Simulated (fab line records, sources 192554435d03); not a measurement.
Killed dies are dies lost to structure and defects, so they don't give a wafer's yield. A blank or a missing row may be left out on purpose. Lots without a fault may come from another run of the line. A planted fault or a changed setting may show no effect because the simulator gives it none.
Problem report in the 8D (eight disciplines) form, filled by code | flow n5_finfet | the parts of the form that need people (team, actions taken, sign-off) are left out

1. THE PROBLEM
spin_speed_rpm at N5_BEOL_M11_COAT_05 reads a mean of 1459.6 rpm on 6 wafers of 2 lots; wafers without a fault read 1500.0 rpm with a standard deviation of 1. That is -40 standard deviations from the usual mean.
The step: resist thk 90 nm.
First seen on wafer L603.1, day 12 23:26, on litho_track-04. The record holds 33 wafers of 11 lots with a number at this step. Rule for "out", or "out of limits": more than 4 standard deviations from the usual mean. The other wafers with a number count as sound.

2. WHAT IT IS AND WHAT IT IS NOT
question                    | is                     | is not
which readings at this step | spin_speed_rpm         | -
which lots                  | L603, L605             | L599, L601, L602, L608, L613, L616, L617, L618, L619
which wafers of those lots  | all that have a number | -
read on which tools         | litho_track-04         | litho_track-01, litho_track-02
when                        | from day 12 23:26      | up to then (9 sound wafers); but 18 sound wafers of L608, L613, L616, L617, L618, L619 came after

3. SUSPECTS, AND WHAT RULES EACH OUT
Counting: a tool at a process step up to the reading stays a suspect if it ran every lot that is out and no sound lot after the first of them.
- pecvd-01 at N5_BEOL_M11_ILD_DEP_00 (deposits SiCOH lowk from DEMS/porogen, target thk 308.51 nm, time 58 s): ruled out as a lasting fault. Sound lots L618, L619 ran on it after its first lot that is out, L603 (day 12 22:02).
- pecvd-04 at N5_BEOL_M11_PECVD_70 (deposits SiO2 from TEOS/O2, target thk 20 nm, time 22.7 s): ruled out as a lasting fault. Sound lots L608, L613, L617 ran on it after its first lot that is out, L603 (day 12 22:48).
- litho_track-04 at N5_BEOL_M11_COAT_05 (resist thk 90 nm): ruled out as a lasting fault. Sound lots L616, L619 ran on it after its first lot that is out, L603 (day 12 23:26).
Left after counting: nothing in the record.

4. THE CAUSE (what the simulator had put in)
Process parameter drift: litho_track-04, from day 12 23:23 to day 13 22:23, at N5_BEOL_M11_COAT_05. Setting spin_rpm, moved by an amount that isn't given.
Counting ruled it out, wrongly.

5. THE CHAIN OF EFFECTS, in route order
Each row: a reading whose mean over the struck wafers that have a number lies more than 3 standard deviations from the usual. Only readings for which the record gives a usual standard deviation are gone through. hours: the time from each lot's start at the first step in this table that gives one to its start at this step, as a median over the lots. sigmas: the change in usual standard deviations.
hours | step                | reading        | usual      | on struck wafers | change | sigmas
0     | N5_BEOL_M11_COAT_05 | spin_speed_rpm | 1500.0 rpm | 1459.6           | -40.4  | -40
The process steps in it:
- N5_BEOL_M11_COAT_05: resist thk 90 nm.

6. WHAT WOULD HAVE CAUGHT IT SOONER
In this record the first reading out of limits was taken at day 12 23:26, 0 hours after the fault began at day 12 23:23.
